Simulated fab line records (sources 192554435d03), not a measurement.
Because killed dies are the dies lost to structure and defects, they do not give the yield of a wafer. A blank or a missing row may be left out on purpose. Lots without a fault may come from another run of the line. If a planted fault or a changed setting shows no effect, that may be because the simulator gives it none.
fab line records | flow n5Finfet
[record] lots = 11 | wafers = 33 | lastDay = 18
route steps=1938 shown BEOL_M9@1436 BEOL_M10@1474
lots that met no fault: taken from a fault-free run of the same line
startH: start of the lot's first displayed wafer, in hours after the record's first day | waitH: hours elapsed since this lot's preceding step | " same as the row above | L1.1+2: one row covering several wafers at once | - no value, or no start given | * or withheld: withheld | < > ~ a bound
route shown NAME@n: NAME is a module with steps in the file, n the number in the route of the first one | usual: mean/standard deviation of fault-free wafers | same: alike in all rows | chamber/n: place in a boat | sites: readings site by site | _std_site: how widely they spread, as a standard deviation | _edge_site: the outer-site mean with the inner-site mean subtracted | radiusMm: for every site, how far away it sits from the centre of the wafer | mask NAME#n: copy n | behind: tool/chamber where the wafer was last shaped | hold: what put the lot on hold/how long, in hours/how the hold closed | device: whichever transistor did not switch (one of n, p or np) | end of line: tests of these same wafers at the route's end | a step without rows: its recipe alone | killed: dies that structure and defects cost at the first sort, which is not the same as the wafer's yield | map: the dies of a wafer, with x for killed, . for not killed, _ for no die there
set.NAME: setting as actually run; set.NAME@STEP: the setting as run at that earlier step | model.NAME: the simulator's own value behind a step, which no gauge read
one table for each step of the route and one row for each wafer, over a sample of lots
services: when a tool's chamber went out of use (startH, in hours from the record's first day, below 0 if earlier), for how many hours, and the reason
[[steps]]
[step N5_BEOL_M9_INSPECT_30]
[recipe] mode = adi | inspectInstrument = brightfield
[usual] rawDefectCount = 441/130
lot.wafer | tool             | chamber | startH | waitH | rawDefectCount
L365.1    | defectInspect-01 | -       | 218.38 | 0.1   | 281
L365.3    | "                | -       | "      | "     | 493
L365.4    | "                | -       | "      | "     | 440
L368.1    | defectInspect-01 | -       | 221.40 | 0.1   | 446
L368.4    | "                | -       | "      | "     | 434
L368.5    | "                | -       | "      | "     | 392
L367.1    | defectInspect-01 | -       | 227.66 | 0.1   | 345
L367.2    | "                | -       | "      | "     | 539
L367.4    | "                | -       | "      | "     | 386
L369.3    | defectInspect-01 | -       | 240.60 | 0.0   | 610
L369.4    | "                | -       | "      | "     | 578
L369.5    | "                | -       | "      | "     | 490
L371.2    | defectInspect-01 | -       | 249.66 | 0.0   | 334
L371.5    | "                | -       | "      | "     | 284
L371.6    | "                | -       | "      | "     | 334
L372.1    | defectInspect-02 | -       | 257.28 | 0.1   | 417
L372.3    | "                | -       | "      | "     | 450
L372.4    | "                | -       | "      | "     | 800
L381.2    | defectInspect-02 | -       | 321.88 | 0.0   | 490
L381.3    | "                | -       | "      | "     | 584
L381.5    | "                | -       | "      | "     | 567
L384.3    | defectInspect-02 | -       | 325.60 | 0.0   | 451
L384.5    | "                | -       | "      | "     | 498
L384.6    | "                | -       | "      | "     | 670
L383.2    | defectInspect-01 | -       | 325.78 | 0.0   | 431
L383.4    | "                | -       | "      | "     | 423
L383.5    | "                | -       | "      | "     | 498
L388.3    | defectInspect-01 | -       | 350.92 | 0.0   | 475
L388.5    | "                | -       | "      | "     | 311
L388.6    | "                | -       | "      | "     | 384
L382.3    | defectInspect-01 | -       | 364.40 | 0.0   | 391
L382.4    | "                | -       | "      | "     | 331
L382.5    | "                | -       | "      | "     | 294
[step N5_BEOL_M9_ECD_50]
[recipe] material = Cu | targetThkA = 3180
lot.wafer  | tool     | chamber | startH | waitH
L365.1+3+4 | ecdCu-02 | 1,1,0   | 220.44 | 0.1
L368.1+4+5 | ecdCu-02 | 1,1,0   | 223.73 | 0.1
L367.1+2+4 | ecdCu-01 | 0,1,0   | 229.95 | 0.1
L367.1+2+4 | ecdCu-01 | 0,1,0   | 230.25 | 0.3
L369.3+4+5 | ecdCu-01 | 0,1,1   | 242.84 | 0.1
L371.2+5+6 | ecdCu-02 | 0,1,0   | 253.08 | 0.1
L371.2+5+6 | ecdCu-02 | 0,1,0   | 253.37 | 0.3
L372.1+3+4 | ecdCu-01 | 1,0,1   | 259.24 | 0.1
L372.1+3+4 | ecdCu-01 | 1,0,1   | 259.53 | 0.3
L381.2+3+5 | ecdCu-01 | 0,1,1   | 323.93 | 0.1
L384.3+5+6 | ecdCu-01 | 1,0,1   | 328.63 | 0.1
L383.2+4+5 | ecdCu-02 | 1       | 328.69 | 0.1
L388.3+5+6 | ecdCu-02 | 0,0,1   | 352.84 | 0.1
L382.3+4+5 | ecdCu-01 | 0,1,1   | 368.01 | 0.1
[step N5_BEOL_M9_ANNEAL_51]
[recipe] tempC = 225 | timeS = 90 | ambient = N2
[usual] wafer_temp_C_max = 226.0/0.33
[same] timeS = 90
lot.wafer | tool         | chamber | startH | waitH | wafer_temp_C_max
L365.1    | rtpAnneal-01 | 0       | 220.55 | 0.1   | 226.1
L365.3    | "            | 0       | "      | "     | 226.2
L365.4    | "            | 0       | "      | "     | 226.2
L368.1    | rtpAnneal-02 | 0       | 224.02 | 0.3   | 225.9
L368.4    | "            | 0       | "      | "     | 225.6
L368.5    | "            | 0       | "      | "     | 225.2
L367.1    | rtpAnneal-01 | 0       | 230.36 | 0.1   | 226.4
L367.2    | "            | 0       | "      | "     | 226.8
L367.4    | "            | 0       | "      | "     | 225.9
L369.3    | rtpAnneal-02 | 0       | 243.01 | 0.1   | 225.6
L369.4    | "            | 0       | "      | "     | 225.9
L369.5    | "            | 0       | "      | "     | 225.7
L371.2    | rtpAnneal-02 | 0       | 253.79 | 0.4   | 225.9
L371.5    | "            | 0       | "      | "     | 225.9
L371.6    | "            | 0       | "      | "     | 225.8
L372.1    | rtpAnneal-02 | 0       | 259.89 | 0.3   | 225.8
L372.3    | "            | 0       | "      | "     | 225.6
L372.4    | "            | 0       | "      | "     | 225.7
L381.2    | rtpAnneal-01 | 0       | 324.29 | 0.3   | 225.8
L381.3    | "            | 0       | "      | "     | 226.0
L381.5    | "            | 0       | "      | "     | 225.9
L384.3    | rtpAnneal-02 | 0       | 328.81 | 0.1   | 225.5
L384.5    | "            | 0       | "      | "     | 225.8
L384.6    | "            | 0       | "      | "     | 225.8
L383.2    | rtpAnneal-01 | 0       | 328.84 | 0.1   | 226.6
L383.4    | "            | 0       | "      | "     | 225.8
L383.5    | "            | 0       | "      | "     | 226.2
L388.3    | rtpAnneal-01 | 0       | 353.06 | 0.2   | 226.5
L388.5    | "            | 0       | "      | "     | 226.1
L388.6    | "            | 0       | "      | "     | 226.2
L382.3    | rtpAnneal-02 | 0       | 368.35 | 0.3   | 225.8
L382.4    | "            | 0       | "      | "     | 226.3
L382.5    | "            | 0       | "      | "     | 225.5
[step N5_BEOL_M9_CMP_52]
[recipe] stopOn = SiCOH_lowk | tOverpolishS = 7 | downForcePsi = 1 | platenRpm = 50 | clearingPlatenDownForcePsi = 1.5 | clearingPlatenRpm = 50 | postCmpClean = cuAlkaline | targetThkNm = 140 | clearingPlatenPadVelocityMS = 0.99484 | padVelocityMS = 0.99484
[usual] barrierFieldEndpointS = 29.1/0.82 | edgeZonePressureFrac = 1.000/0.0051 | motorCurrentA = 6.1/0.52 | overpolishRunS = 7.000/0.0087 | timeToEndpointS = 66/3.3
lot.wafer | tool   | chamber | startH | waitH | barrierFieldEndpointS | edgeZonePressureFrac | motorCurrentA | overpolishRunS | timeToEndpointS
L365.3    | cmp-04 | 2       | 220.87 | 0.2   | 29.1                  | 0.998                | 7.1           | 6.999          | 62
L365.1    | "      | 3       | "      | "     | 28.6                  | 1.005                | 5.6           | 6.988          | 60
L365.4    | "      | 0       | "      | "     | 29.9                  | 1.014                | 6.7           | 7.019          | 67
L368.4    | cmp-03 | 3       | 224.36 | 0.2   | 29.1                  | 0.999                | 5.8           | 6.999          | 59
L368.1    | "      | 1       | "      | "     | 28.9                  | 0.992                | 6.4           | 6.998          | 62
L368.5    | "      | 3       | "      | "     | 29.2                  | 1.003                | 5.7           | 6.997          | 64
L367.2    | cmp-03 | 1       | 230.65 | 0.2   | 30.2                  | 0.998                | 6.8           | 7.006          | 134
L367.1    | "      | 3       | "      | "     | 29.4                  | 0.993                | 5.9           | 7.007          | 131
L367.4    | "      | 0       | "      | "     | 30.1                  | 1.007                | 5.5           | 7.002          | 135
L369.3    | cmp-04 | 2       | 243.22 | 0.2   | 28.4                  | 0.999                | 7.0           | 7.002          | 63
L369.4    | "      | 1       | "      | "     | 30.1                  | 1.001                | 5.7           | 6.998          | 66
L369.5    | "      | 2       | "      | "     | 28.8                  | 0.999                | 7.4           | 7.007          | 61
L371.2    | cmp-03 | 3       | 254.17 | 0.3   | 28.9                  | 1.004                | 5.7           | 7.000          | 127
L371.5    | "      | 3       | "      | "     | 29.0                  | 1.005                | 5.9           | 7.022          | 129
L371.6    | "      | 0       | "      | "     | 29.6                  | 0.998                | 5.3           | 7.004          | 137
L372.4    | cmp-03 | 3       | 260.19 | 0.1   | 28.0                  | 1.002                | 5.8           | 7.008          | 128
L372.3    | "      | 1       | "      | "     | 27.1                  | 1.013                | 6.3           | 6.994          | 131
L372.1    | "      | 2       | "      | "     | 27.8                  | 1.004                | 5.9           | 7.006          | 134
L381.3    | cmp-02 | 2       | 324.54 | 0.2   | 28.9                  | 1.008                | 5.8           | 6.984          | 64
L381.2    | "      | 0       | "      | "     | 28.2                  | 0.999                | 5.9           | 6.998          | 63
L381.5    | "      | 2       | "      | "     | 28.2                  | 1.007                | 5.9           | 6.993          | 65
L384.3    | cmp-02 | 0       | 329.01 | 0.2   | 28.6                  | 0.999                | 5.9           | 6.998          | 61
L384.5    | "      | 0       | "      | "     | 28.0                  | 0.998                | 5.8           | 6.990          | 57
L384.6    | "      | 1       | "      | "     | 29.5                  | 1.003                | 7.1           | 6.998          | 66
L383.4    | cmp-03 | 3       | 329.13 | 0.2   | 28.2                  | 1.007                | 5.9           | 7.005          | 64
L383.2    | "      | 0       | "      | "     | 28.1                  | 0.993                | 6.1           | 6.996          | 68
L383.5    | "      | 3       | "      | "     | 27.7                  | 1.007                | 6.0           | 6.995          | 62
L388.3    | cmp-03 | 1       | 353.32 | 0.2   | 28.9                  | 1.000                | 6.2           | 7.002          | 63
L388.5    | "      | 0       | "      | "     | 29.1                  | 1.004                | 5.7           | 7.006          | 66
L388.6    | "      | 1       | "      | "     | 29.6                  | 1.006                | 6.6           | 7.011          | 64
L382.4    | cmp-03 | 1       | 368.76 | 0.3   | 29.3                  | 1.010                | 6.3           | 7.015          | 66
L382.3    | "      | 2       | "      | "     | 29.2                  | 0.998                | 6.4           | 6.995          | 69
L382.5    | "      | 0       | "      | "     | 29.6                  | 0.997                | 5.6           | 7.000          | 71
[step N5_BEOL_M10_HM_DEP_02]
[recipe] material = TiN | targetThkA = 200 | tempC = 25 | chamberPressurePa = 0.49996
[usual] throttleValvePct = 29.9/0.93
lot.wafer | tool          | chamber | startH | waitH | throttleValvePct
L365.1    | pvdSputter-01 | -       | 222.89 | 0.9   | 30.8
L365.3    | "             | -       | "      | "     | 31.6
L365.4    | "             | -       | "      | "     | 29.9
L368.1    | pvdSputter-01 | -       | 226.26 | 0.8   | 30.6
L368.4    | "             | -       | "      | "     | 30.0
L368.5    | "             | -       | "      | "     | 29.5
L367.1    | pvdSputter-02 | -       | 232.67 | 0.9   | 29.5
L367.2    | "             | -       | "      | "     | 30.5
L367.4    | "             | -       | "      | "     | 29.0
L369.3    | pvdSputter-01 | -       | 245.73 | 1.4   | 29.6
L369.4    | "             | -       | "      | "     | 31.4
L369.5    | "             | -       | "      | "     | 29.9
L371.2    | pvdSputter-03 | -       | 256.11 | 0.1   | 31.1
L371.5    | "             | -       | "      | "     | 30.5
L371.6    | "             | -       | "      | "     | 29.4
L372.1    | pvdSputter-01 | -       | 261.71 | 0.3   | 30.0
L372.3    | "             | -       | "      | "     | 30.6
L372.4    | "             | -       | "      | "     | 29.8
L381.2    | pvdSputter-02 | -       | 326.37 | 0.7   | 29.4
L381.3    | "             | -       | "      | "     | 28.9
L381.5    | "             | -       | "      | "     | 30.4
L384.3    | pvdSputter-03 | -       | 331.08 | 0.9   | 29.2
L384.5    | "             | -       | "      | "     | 31.2
L384.6    | "             | -       | "      | "     | 28.6
L383.2    | pvdSputter-03 | -       | 331.74 | 1.5   | 29.2
L383.4    | "             | -       | "      | "     | 29.0
L383.5    | "             | -       | "      | "     | 28.6
L388.3    | pvdSputter-02 | -       | 355.41 | 1.0   | 29.7
L388.5    | "             | -       | "      | "     | 29.2
L388.6    | "             | -       | "      | "     | 29.3
L382.3    | pvdSputter-02 | -       | 372.96 | 3.1   | 29.0
L382.4    | "             | -       | "      | "     | 30.5
L382.5    | "             | -       | "      | "     | 29.0
[[services]]
tool          | chamber | startH | hours | kind
pvdSputter-02 | -       | 205.02 | 2.0   | repair
ecdCu-01      | -       | 216.77 | 1.2   | repair
cmp-02        | -       | 231.34 | 4.0   | pm
cmp-04        | -       | 233.64 | 1.8   | repair
cmp-02        | -       | 235.34 | -     | consumableReplace:conditioner
cmp-02        | -       | 235.34 | -     | consumableReplace:pad
pvdSputter-01 | -       | 246.25 | 3.0   | repair
ecdCu-02      | -       | 254.73 | 1.0   | repair
cmp-04        | -       | 258.03 | 0.8   | repair
cmp-03        | -       | 276.92 | 1.5   | repair
cmp-02        | -       | 312.55 | 0.3   | repair
ecdCu-02      | -       | 323.49 | 0.7   | repair
cmp-04        | -       | 328.23 | 4.0   | pm
cmp-04        | -       | 332.23 | -     | consumableReplace:conditioner
cmp-04        | -       | 332.23 | -     | consumableReplace:pad
pvdSputter-01 | -       | 335.05 | 1.8   | repair
pvdSputter-01 | -       | 354.34 | 9.6   | repair
pvdSputter-01 | -       | 366.21 | 1.5   | repair
cmp-03        | -       | 366.55 | 0.5   | repair
cmp-02        | -       | 372.97 | 4.4   | repair
[[key]]
[firstSign] step = N5_BEOL_M9_ECD_50 | reading = visit | direction = added
[effect] step = N5_BEOL_M9_CMP_52 | reading = timeToEndpointS | direction = up | sigmas = 20 | usual = * | struck = *
metAt N5_BEOL_M9_ECD_50
struckLots L367,L371,L372
notActingAt N5_BEOL_M9_INSPECT_30,N5_BEOL_M9_ANNEAL_51,N5_BEOL_M10_HM_DEP_02
[fault] kind = repeatedStepWhole | tool = ecdCu-01,ecdCu-02 | chamber = - | onsetH = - | steps = N5_BEOL_M9_ECD_50 | times = 1 | scope = struckLotsOnly
